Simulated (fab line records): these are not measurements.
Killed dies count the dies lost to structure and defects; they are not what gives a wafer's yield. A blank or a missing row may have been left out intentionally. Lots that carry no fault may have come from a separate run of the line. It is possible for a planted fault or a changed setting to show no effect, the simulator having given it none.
fab line records	flow n5Finfet
record: lots: 5	wafers: 14	lastDay: 16
route steps=1938 shown MOL_CONTACT_COAG@623 BEOL_M0_SAQP@632 BEOL_M4@1111 PASSIVATION@1936
lots that met no fault: taken from a fault-free run of the same line
startH: hours from the record's first day to the start of the lot's first wafer shown	waitH: hours from the lot's prior step to this one	" the same as in the row above	L1.1+2: a single row standing in for several wafers	- no value present, or no start provided	* or withheld: withheld	< > ~ a bound
route shown NAME@n: NAME is a module with steps in the file, n the number in the route of the first one	usual: mean/standard deviation taken from wafers without a fault	same: alike in all rows	chamber/n: place in a boat	sites: each site's reading	_std_site: how widely they spread, as a standard deviation	_edge_site: inner sites' mean taken away from outer sites' mean	radiusMm: for every site, how far away it sits from the centre of the wafer	mask NAME#n: copy n	behind: the tool/chamber that last shaped the wafer	hold: reason for holding the lot/hours on hold/outcome of the hold	device: the transistor (n, p or np) that didn't switch	end of line: tests of these same wafers at the route's end	step lacking rows: just its recipe	killed: dies lost to structure and defects at the first sort, not the wafer's yield	map: a wafer's dies, x killed, . not, _ none there
set.NAME: the run value of the setting; set.NAME@STEP: its run value at that earlier step	model.NAME: the simulator's own value behind a step, which no gauge read
a table for each step, a row for each wafer; lots at some steps of the route
== steps ==
step: N5_MOL_CONTACT_COAG_PRE_CLEAN_121
recipe: gas: H2/He	timeS: *	tempC: withheld
step: N5_MOL_CONTACT_COAG_CVD_140
recipe: material: W	targetThkA: 665	mode: selectiveFill	tempC: 300	timeS: 215
step: N5_MOL_CONTACT_COAG_PRECLEAN_127
recipe: chemistry: DIW	timeS: 57.5	tempC: 23
step: N5_MOL_CONTACT_COAG_SRD_128
recipe: dryTimeS: 32	dry: n2Spin	spinRpm: 1500
step: N5_MOL_CONTACT_COAG_CMP_52
recipe: stopOn: SiO2	tOverpolishS: 1.5	postCmpClean: wDiluteNh4oh	downForcePsi: 4	platenRpm: 50.289	padVelocityMS: 1.0006	targetThkNm: 66.5
step: N5_MOL_CONTACT_COAG_ANNEAL_112
recipe: tempC: 400	timeS: 1800	ambient: HPD2	pressureAtm: 10
step: N5_BEOL_M0_SAQP_PECVD_00
recipe: material: SiCN	targetThkA: 80	tempC: withheld	precursor: 3MS/NH3	pressureTorr: 3	rfW: 202	timeS: 14
step: N5_BEOL_M0_SAQP_ILD_DEP_01
recipe: material: SiOC	targetThkA: 454.19	tempC: 350	precursor: DEMS/O2	pressureTorr: 5	rfW: 500	timeS: 8.7
step: N5_BEOL_M0_SAQP_HM_DEP_02
recipe: material: TiN	targetThkA: 120	tempC: 25	chamberPressurePa: 0.49996
usual: throttleValvePct: 29.9/0.99
lot.wafer	tool	chamber	startH	waitH	throttleValvePct	model.TiN_of_BEOL_M0_SAQP_HM_DEP_02.thkNm
L123.1	pvdSputter-03	-	134.23	4.6	29.3	12
L123.3	"	-	"	"	30.1	12.2
L123.5	"	-	"	"	30.7	12.2
L131.1	pvdSputter-02	-	175.02	1.0	30.3	11.8
L131.5	"	-	"	"	28.8	11.8
L131.6	"	-	"	"	31.1	12
L138.2	pvdSputter-03	-	222.85	1.7	30.2	11.8
L138.6	"	-	"	"	30.1	18.6
L139.1	pvdSputter-03	-	226.21	0.9	30.0	18.2
L139.2	"	-	"	"	30.6	12
L139.3	"	-	"	"	29.2	11.8
L140.1	pvdSputter-03	-	233.75	0.6	29.0	18.4
L140.4	"	-	"	"	30.0	11.6
L140.6	"	-	"	"	29.1	18.2
step: N5_BEOL_M0_SAQP_PECVD_03
recipe: material: SiCN	targetThkA: 120	tempC: withheld	precursor: 3MS/NH3	pressureTorr: 3	rfW: 202	timeS: 21.1
step: N5_BEOL_M0_SAQP_PECVD_96
recipe: material: a-Si	targetThkA: 450	tempC: 350	precursor: SiH4/He	pressureTorr: 3	rfW: 100	timeS: 45.2
step: N5_BEOL_M0_SAQP_PECVD_97
recipe: material: SiNx	targetThkA: 230	tempC: 350	precursor: SiH4/NH3/N2	pressureTorr: 1.5	rfW: 300	timeS: 19.9
step: N5_BEOL_M0_SAQP_PECVD_04
recipe: material: a-Si	targetThkA: 600	tempC: 350	precursor: SiH4/He	pressureTorr: 3	rfW: 100	timeS: 60.2
step: N5_BEOL_M0_SAQP_HM_DEP_111
recipe: material: SiO2	targetThkA: 120	tempC: 400	precursor: SiH4/N2O	pressureTorr: 0.75	rfW: 275	timeS: 7.2
step: N5_BEOL_M0_SAQP_COAT_81
recipe: resist: SOC	tempC: 250	timeS: 60	spinRpm: 1500	resistThkNm: 100
step: N5_BEOL_M0_SAQP_COAT_82
recipe: resist: SiARC	tempC: 220	timeS: 60	spinRpm: 1500	resistThkNm: 30
step: N5_BEOL_M0_SAQP_COAT_08
recipe: resist: CAR-ArF	spinRpm: 1500	resistThkNm: 90
step: N5_BEOL_M0_SAQP_EBR_10
recipe: solvent: PGMEA	ebrWidthMm: 1.5
step: N5_BEOL_M0_SAQP_SOFTBAKE_09
recipe: tempC: 110	timeS: 60	resist: CAR-ArF
step: N5_BEOL_M0_SAQP_EXPOSE_11
recipe: maskId: M0_CORE	na: 1.35	sourceShape: dipole	sigmaInner: 0.538	sigmaOuter: 0.738	polarization: te	targetCdNm: 42	doseMj: 55
step: N5_BEOL_M0_SAQP_PEB_12
recipe: pebTempC: withheld	pebTimeS: 60	resist: CAR-ArF
step: N5_BEOL_M0_SAQP_DEVELOP_13
recipe: developTimeS: 30	developer: TMAH	resist: CAR-ArF	devTempC: 23	rinseLiquid: diw	dry: airSpin
step: N5_BEOL_M0_SAQP_DESCUM_19
recipe: chemistry: O2	timeS: 7.9	sourcePowerW: 50	biasPowerW: 20	pressureMtorr: 20	rfFrequencyHz: 2.712e+07	tempC: 40	resist: CAR-ArF	o2FlowSccm: 225
step: N5_BEOL_M0_SAQP_ETCH_83
recipe: chemistry: CF4	target: SiARC	targetDepthA: 390	maskMaterial: CAR-ArF	timeS: 65	ionEnergyEv: 80	pressureMtorr: 40	sourceW: 545	biasW: 36	Ar_flow_sccm: 100	cf4FlowSccm: 100	ends: cleared
step: N5_BEOL_M0_SAQP_ETCH_84
recipe: chemistry: N2/H2	target: SOC	targetDepthA: 1000	overetchA: 200	maskMaterial: SiARC	tempC: 40	timeS: 150	ionEnergyEv: 200	pressureMtorr: 30	sourceW: 840	biasW: 150	n2FlowSccm: 200	h2FlowSccm: 200
step: N5_BEOL_M0_SAQP_STRIP_80
recipe: chemistry: N2/H2	tempC: 40	n2FlowSccm: 200	h2FlowSccm: 200	rfFrequencyHz: 6e+07
step: N5_BEOL_M0_SAQP_HM_OPEN_112
recipe: chemistry: CHF3/O2	target: SiO2	stopOn: a-Si	targetDepthA: 120	overEtchFrac: 1.25	maskMaterial: SOC	timeS: 13.5	pressureMtorr: 30	sourceW: 650	biasW: 170	Ar_flow_sccm: 200	CHF3_flow_sccm: 50	O2_flow_sccm: 5	ionEnergyEv: 200	ends: endPoint
step: N5_BEOL_M0_SAQP_STRIP_113
recipe: chemistry: CHF3/O2	resist: SiARC	rfFrequencyHz: 6e+07
step: N5_BEOL_M0_SAQP_MANDREL_ETCH_20
recipe: targetDepthA: 600	chemistry: HBr/Cl2	target: a-Si	stopOn: SiNx	btTimeS: 10	maskMaterial: SOC	overEtchFrac: 0.5	timeS: 30	pressureMtorr: 10	icpW: 800	biasW: 75	HBr_flow_sccm: 150	Cl2_flow_sccm: 80	ends: endPoint
step: N5_BEOL_M0_SAQP_STRIP_86
recipe: chemistry: N2/H2	powerW: 500	tempC: 40	pressureMtorr: 50	rfFrequencyHz: 6e+07	overashFraction: 0.3	biasPowerW: 28	h2Frac: 0.5	n2FlowSccm: 300	h2FlowSccm: 300
step: N5_BEOL_M0_SAQP_STRIP_115
recipe: chemistry: postEtchResidueRemover	timeS: 60	tempC: 25	removerPh: withheld	removerWaterWtPct: withheld	removerFluorideWtPct: withheld
step: N5_BEOL_M0_SAQP_SRD_93
recipe: dry: ipaMarangoni	timeS: 30	tempC: 23	rinseLiquid: diw
step: N5_BEOL_M0_SAQP_RECESS_114
recipe: chemistry: HF/NH3	target: SiO2	targetDepthA: 144	afsCycles: 3	tempC: 30	sublimationTempC: 180	sublimationTimeS: 60
step: N5_BEOL_M0_SAQP_SPACER1_ALD_98
recipe: material: SiO2	targetThkA: 128	tempC: 300	aldPrecursorFamily: BDEAS	aldCoReactant: O2-plasma	pulseTimeS: 1	purgeTimeS: 2	coReactantPurgeTimeS: 2	aldCycles: 138	pressureTorr: 2
step: N5_BEOL_M4_RC_MEAS_101
usual: DIBL_N: 36.6/2.1	DIBL_P: 36.3/2.2	IOFF_N: 0.16/0.036	IOFF_P: 0.21/0.038	ION_N: 671/12	ION_P: 460/7.5	SS_N: 71.8/0.72	SS_P: 73.3/0.72	VT_N: 250/3.2	VT_P: -250/3.5
lot.wafer	tool	chamber	startH	waitH	DIBL_N[mV/V]	DIBL_P[mV/V]	IOFF_N[nA/um]	IOFF_P[nA/um]	ION_N[uA/um]	ION_P[uA/um]	SS_N[mV/dec]	SS_P[mV/dec]	VT_N[mV]	VT_P[mV]
L123.1	prober-01	0	185.40	0.0	35.3	34.1	0.12	0.16	662	451	71.5	72.3	253	-252
L123.3	"	0	"	"	37.1	36.1	0.16	0.19	669	452	71.6	72.5	250	-251
L123.5	"	0	"	"	40.3	41.0	0.24	0.28	686	465	72.7	74.6	244	-250
L131.1	prober-01	0	227.04	0.0	38.6	38.7	0.20	0.24	673	466	72.2	73.7	247	-247
L131.5	"	0	"	"	36.8	36.3	0.17	0.21	682	465	71.4	73.0	246	-249
L131.6	"	0	"	"	38.1	38.7	0.19	0.25	665	456	72.6	73.9	247	-248
L138.2	prober-01	0	279.81	0.2	36.2	35.8	0.13	0.17	669	456	71.2	73.1	252	-254
L139.2	prober-02	0	283.04	0.2	37.0	37.3	0.18	0.21	682	469	71.9	73.5	248	-252
L139.3	"	0	"	"	39.4	39.0	0.23	0.25	684	459	73.6	73.8	247	-251
L140.4	prober-01	0	291.26	0.5	33.8	31.9	0.11	0.18	635	448	71.4	71.7	256	-249
step: N5_PASSIVATION_PROBE_49
usual: defectLimitedYield: 91.1/1.4	killed_at_M0_to_M3: 33/9.1	killed_at_M4_up: 14/5.6	killedAtContacts: 13/5.7	killedAtFrontEnd: 42/12	killedAtOther: 4/3	killedDies: 105/16	killedOnRim: 13/4	killedOpen: 69/11	killedShort: 34/7.5	sort_bin_5_function: 5.2/0.91	sort_bin_6_memory: 3.3/0.64	sort_bin_8_speed: 0.0/0.37	sortNPass: 1075/16	sortYieldPct: 91.1/1.4
same: grossDies: 1180	killedAtBackSide: 0	sort_bin_4_leakage[%]: 0
lot.wafer	tool	chamber	startH	waitH	defectLimitedYield[%]	killed_at_M0_to_M3	killed_at_M4_up	killedAtContacts	killedAtFrontEnd	killedAtOther	killedDies	killedOnRim	killedOpen	killedShort	sort_bin_5_function[%]	sort_bin_6_memory[%]	sort_bin_8_speed[%]	sortNPass	sortYieldPct[%]
L123.1	prober-01	-	283.76	0.0	91.2	44	2	15	43	0	104	10	65	38	5.8	2.8	0	1076	91.2
L123.3	prober-01	-	283.86	0.1	90.9	38	6	13	44	6	107	14	72	33	5.6	3.1	0	1073	90.9
L123.5	prober-01	-	283.96	0.2	90.7	43	17	6	42	2	110	17	69	40	5.3	3.7	0	1070	90.7
L131.1	prober-02	-	326.50	0.0	91.9	31	10	14	33	7	95	9	66	29	3.8	4.0	0	1085	91.9
L131.5	prober-02	-	326.70	0.2	91.5	30	14	11	37	8	100	11	73	25	5.1	3.0	0	1080	91.5
L131.6	prober-02	-	326.75	0.3	90.5	53	24	7	25	3	112	7	78	34	4.9	4.3	0	1068	90.5
L138.2	prober-02	-	378.90	0.1	91.4	39	10	7	46	0	102	17	65	35	4.8	3.6	0	1078	91.4
L138.6	prober-02	-	379.10	0.3	0	1114	4	5	56	1	1180	152	72	39	96.0	3.8	0	0	0
L139.1	prober-01	-	382.54	0.0	0	1113	20	19	28	0	1180	152	69	27	96.8	2.9	0	0	0
L139.2	prober-01	-	382.59	0.1	91.5	26	16	10	48	0	100	15	72	24	5.0	3.1	0	1080	91.5
L139.3	prober-01	-	382.64	0.1	90.4	39	19	13	42	0	113	11	77	35	5.3	4.1	0	1067	90.4
L140.1	prober-02	-	390.05	0.0	0	1134	15	5	25	1	1180	152	46	17	98.0	1.9	0	0	0
L140.6	prober-02	-	390.30	0.3	0	1102	14	6	52	6	1180	152	68	37	96.9	3.0	0	0	0
killed by level:class
L123.1 FIN_SAQP:geometricParticle:open=12 BEOL_M2:geometricParticle:open=10 FIN_SAQP:geometricParticle:short=9 MOL_CONTACT_COAG:geometricParticle:open=9 BEOL_M1:geometricParticle:open=7 STI_FIN_REVEAL:geometricParticle:open=6 BEOL_M1:geometricParticle:short=6 BEOL_M0_SAQP:geometricParticle:short=5
L123.3 BEOL_M2:geometricParticle:open=14 MOL_CONTACT_COAG:geometricParticle:open=11 FIN_SAQP:geometricParticle:short=10 FIN_SAQP:geometricParticle:open=9 STI_FIN_REVEAL:geometricParticle:open=9 BEOL_M0_SAQP:geometricParticle:short=7 BEOL_M0_SAQP:geometricParticle:open=7 BEOL_M1:geometricParticle:open=6
L123.5 BEOL_M2:geometricParticle:open=19 BEOL_M0_SAQP:geometricParticle:short=9 FIN_SAQP:geometricParticle:open=7 STI_FIN_REVEAL:geometricParticle:open=7 FIN_SAQP:geometricParticle:short=6 GATE_CUT:geometricParticle:short=6 BEOL_M1:geometricParticle:open=6 BEOL_M4:geometricParticle:open=5
L131.1 BEOL_M0_SAQP:geometricParticle:open=12 MOL_CONTACT_COAG:geometricParticle:open=10 DUMMY_GATE:geometricParticle:open=9 FIN_SAQP:geometricParticle:open=8 BEOL_M0_SAQP:geometricParticle:short=7 BEOL_M3:geometricParticle:open=7 FIN_SAQP:geometricParticle:short=4 MOL_CONTACT_COAG:geometricParticle:short=4
L131.5 MOL_CONTACT_COAG:geometricParticle:open=10 BEOL_M4:geometricParticle:open=10 FIN_SAQP:geometricParticle:open=8 ILD0:geometricParticle:open=7 BEOL_M0_SAQP:geometricParticle:open=7 FIN_SAQP:geometricParticle:short=5 DUMMY_GATE:geometricParticle:open=5 BEOL_M3:geometricParticle:open=5
L131.6 BEOL_M0_SAQP:geometricParticle:short=13 BEOL_M4:geometricParticle:open=12 BEOL_M3:geometricParticle:open=11 BEOL_M1:geometricParticle:open=8 STI_FIN_REVEAL:geometricParticle:open=7 BEOL_M0_SAQP:geometricParticle:open=7 MOL_CONTACT_COAG:geometricParticle:open=7 BEOL_M2:geometricParticle:open=5
L138.2 BEOL_M2:geometricParticle:open=13 FIN_SAQP:geometricParticle:short=11 FIN_SAQP:geometricParticle:open=10 BEOL_M3:geometricParticle:open=7 MOL_CONTACT_COAG:geometricParticle:open=6 BEOL_M0_SAQP:geometricParticle:open=5 GATE_CUT:geometricParticle:short=4 BEOL_M2:geometricParticle:short=4
L138.6 BEOL_M0_SAQP:areaDep=1068 BEOL_M2:geometricParticle:open=32 FIN_SAQP:geometricParticle:short=16 FIN_SAQP:geometricParticle:open=11 GATE_CUT:geometricParticle:short=7 DUMMY_GATE:geometricParticle:open=6 MOL_CONTACT_COAG:geometricParticle:open=5 BEOL_M3:geometricParticle:open=5
L139.1 BEOL_M0_SAQP:areaDep=1083 MOL_CONTACT_COAG:geometricParticle:open=19 BEOL_M3:geometricParticle:open=8 BEOL_M4:geometricParticle:open=7 BEOL_M1:geometricParticle:open=6 GATE_CUT:geometricParticle:short=5 BEOL_M0_SAQP:geometricParticle:open=5 FIN_SAQP:geometricParticle:open=4
L139.2 STI_FIN_REVEAL:geometricParticle:open=15 MOL_CONTACT_COAG:geometricParticle:open=9 BEOL_M1:geometricParticle:open=9 BEOL_M4:geometricParticle:open=9 GATE_CUT:geometricParticle:short=7 BEOL_M2:geometricParticle:open=7 FIN_SAQP:geometricParticle:short=4 FIN_SAQP:geometricParticle:open=4
L139.3 GATE_CUT:geometricParticle:short=14 MOL_CONTACT_COAG:geometricParticle:open=10 BEOL_M0_SAQP:geometricParticle:open=9 BEOL_M2:geometricParticle:open=9 BEOL_M4:geometricParticle:open=9 BEOL_M3:geometricParticle:open=7 STI_FIN_REVEAL:geometricParticle:open=6 FIN_SAQP:geometricParticle:open=4
L140.1 BEOL_M0_SAQP:areaDep=1117 STI_FIN_REVEAL:geometricParticle:open=6 BEOL_M4:geometricParticle:open=6 BEOL_M3:geometricParticle:open=5 BEOL_M0_SAQP:geometricParticle:open=5 STARTING-WAFER:geometricParticle:open=5 DUMMY_GATE:geometricParticle:open=4 GATE_CUT:geometricParticle:short=4
L140.6 BEOL_M0_SAQP:areaDep=1074 FIN_SAQP:geometricParticle:open=13 FIN_SAQP:geometricParticle:short=10 STI_FIN_REVEAL:geometricParticle:open=10 BEOL_M0_SAQP:geometricParticle:short=8 BEOL_M3:geometricParticle:open=7 MOL_CONTACT_COAG:geometricParticle:open=6 BEOL_M0_SAQP:geometricParticle:open=5
map L138.6 (x killed, . not)
_________________xxxxxxxxxxxx________________
______________xxxxxxxxxxxxxxxxxx_____________
___________xxxxxxxxxxxxxxxxxxxxxxxx__________
__________xxxxxxxxxxxxxxxxxxxxxxxxxx_________
________xxxxxxxxxxxxxxxxxxxxxxxxxxxxxx_______
_______xxxxxxxxxxxxxxxxxxxxxxxxxxxxxxxx______
______xxxxxxxxxxxxxxxxxxxxxxxxxxxxxxxxxx_____
_____xxxxxxxxxxxxxxxxxxxxxxxxxxxxxxxxxxxx____
____xxxxxxxxxxxxxxxxxxxxxxxxxxxxxxxxxxxxxx___
___xxxxxxxxxxxxxxxxxxxxxxxxxxxxxxxxxxxxxxxx__
___xxxxxxxxxxxxxxxxxxxxxxxxxxxxxxxxxxxxxxxx__
__xxxxxxxxxxxxxxxxxxxxxxxxxxxxxxxxxxxxxxxxxx_
__xxxxxxxxxxxxxxxxxxxxxxxxxxxxxxxxxxxxxxxxxx_
_xxxxxxxxxxxxxxxxxxxxxxxxxxxxxxxxxxxxxxxxxxxx
_xxxxxxxxxxxxxxxxxxxxxxxxxxxxxxxxxxxxxxxxxxxx
_xxxxxxxxxxxxxxxxxxxxxxxxxxxxxxxxxxxxxxxxxxxx
_xxxxxxxxxxxxxxxxxxxxxxxxxxxxxxxxxxxxxxxxxxxx
_xxxxxxxxxxxxxxxxxxxxxxxxxxxxxxxxxxxxxxxxxxxx
_xxxxxxxxxxxxxxxxxxxxxxxxxxxxxxxxxxxxxxxxxxxx
_xxxxxxxxxxxxxxxxxxxxxxxxxxxxxxxxxxxxxxxxxxxx
_xxxxxxxxxxxxxxxxxxxxxxxxxxxxxxxxxxxxxxxxxxxx
__xxxxxxxxxxxxxxxxxxxxxxxxxxxxxxxxxxxxxxxxxx_
__xxxxxxxxxxxxxxxxxxxxxxxxxxxxxxxxxxxxxxxxxx_
___xxxxxxxxxxxxxxxxxxxxxxxxxxxxxxxxxxxxxxxx__
___xxxxxxxxxxxxxxxxxxxxxxxxxxxxxxxxxxxxxxxx__
____xxxxxxxxxxxxxxxxxxxxxxxxxxxxxxxxxxxxxx___
_____xxxxxxxxxxxxxxxxxxxxxxxxxxxxxxxxxxxx____
______xxxxxxxxxxxxxxxxxxxxxxxxxxxxxxxxxx_____
_______xxxxxxxxxxxxxxxxxxxxxxxxxxxxxxxx______
________xxxxxxxxxxxxxxxxxxxxxxxxxxxxxx_______
__________xxxxxxxxxxxxxxxxxxxxxxxxxx_________
___________xxxxxxxxxxxxxxxxxxxxxxxx__________
______________xxxxxxxxxxxxxxxxxx_____________
_________________xxxxxxxxxxxx________________
map L139.1 (x killed, . not)
_________________xxxxxxxxxxxx________________
______________xxxxxxxxxxxxxxxxxx_____________
___________xxxxxxxxxxxxxxxxxxxxxxxx__________
__________xxxxxxxxxxxxxxxxxxxxxxxxxx_________
________xxxxxxxxxxxxxxxxxxxxxxxxxxxxxx_______
_______xxxxxxxxxxxxxxxxxxxxxxxxxxxxxxxx______
______xxxxxxxxxxxxxxxxxxxxxxxxxxxxxxxxxx_____
_____xxxxxxxxxxxxxxxxxxxxxxxxxxxxxxxxxxxx____
____xxxxxxxxxxxxxxxxxxxxxxxxxxxxxxxxxxxxxx___
___xxxxxxxxxxxxxxxxxxxxxxxxxxxxxxxxxxxxxxxx__
___xxxxxxxxxxxxxxxxxxxxxxxxxxxxxxxxxxxxxxxx__
__xxxxxxxxxxxxxxxxxxxxxxxxxxxxxxxxxxxxxxxxxx_
__xxxxxxxxxxxxxxxxxxxxxxxxxxxxxxxxxxxxxxxxxx_
_xxxxxxxxxxxxxxxxxxxxxxxxxxxxxxxxxxxxxxxxxxxx
_xxxxxxxxxxxxxxxxxxxxxxxxxxxxxxxxxxxxxxxxxxxx
_xxxxxxxxxxxxxxxxxxxxxxxxxxxxxxxxxxxxxxxxxxxx
_xxxxxxxxxxxxxxxxxxxxxxxxxxxxxxxxxxxxxxxxxxxx
_xxxxxxxxxxxxxxxxxxxxxxxxxxxxxxxxxxxxxxxxxxxx
_xxxxxxxxxxxxxxxxxxxxxxxxxxxxxxxxxxxxxxxxxxxx
_xxxxxxxxxxxxxxxxxxxxxxxxxxxxxxxxxxxxxxxxxxxx
_xxxxxxxxxxxxxxxxxxxxxxxxxxxxxxxxxxxxxxxxxxxx
__xxxxxxxxxxxxxxxxxxxxxxxxxxxxxxxxxxxxxxxxxx_
__xxxxxxxxxxxxxxxxxxxxxxxxxxxxxxxxxxxxxxxxxx_
___xxxxxxxxxxxxxxxxxxxxxxxxxxxxxxxxxxxxxxxx__
___xxxxxxxxxxxxxxxxxxxxxxxxxxxxxxxxxxxxxxxx__
____xxxxxxxxxxxxxxxxxxxxxxxxxxxxxxxxxxxxxx___
_____xxxxxxxxxxxxxxxxxxxxxxxxxxxxxxxxxxxx____
______xxxxxxxxxxxxxxxxxxxxxxxxxxxxxxxxxx_____
_______xxxxxxxxxxxxxxxxxxxxxxxxxxxxxxxx______
________xxxxxxxxxxxxxxxxxxxxxxxxxxxxxx_______
__________xxxxxxxxxxxxxxxxxxxxxxxxxx_________
___________xxxxxxxxxxxxxxxxxxxxxxxx__________
______________xxxxxxxxxxxxxxxxxx_____________
_________________xxxxxxxxxxxx________________
== key ==
firstSign: step: N5_PASSIVATION_PROBE_49	reading: killed_at_M0_to_M3	direction: up	sigmas: 99+	usual: 33	struck: 1116
effect: step: N5_PASSIVATION_PROBE_49	reading: sort_bin_5_function	direction: up	sigmas: 99+	usual: 5.2	struck: 96.9
modelEffect: step: N5_BEOL_M0_SAQP_HM_DEP_02	value: TiN_of_BEOL_M0_SAQP_HM_DEP_02.thkNm	without: 11.95	struck: 18.35
moreKillsBornAt: N5_BEOL_M0_SAQP_HM_DEP_02@pvdSputter-03: 4342
metAt N5_BEOL_M0_SAQP_HM_DEP_02
struckWafers L138.6,L139.1,L140.1,L140.6
laterRowsLeftOut L138.6,L139.1,L140.1,L140.6
onsetBetween 134.23 222.85
fault: kind: processParameterDrift	tool: pvdSputter-03	chamber: -	onsetH: 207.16	steps: N5_BEOL_M0_SAQP_HM_DEP_02	channel: targetThkA	offset: *	shape: step	endH: 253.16	scope: struckWafersOnly	actsIn: *	stated: *
laterRowsLeftOut: the simulator's readings of these wafers behind a module that went badly wrong aren't trusted and aren't shown, but for the sort
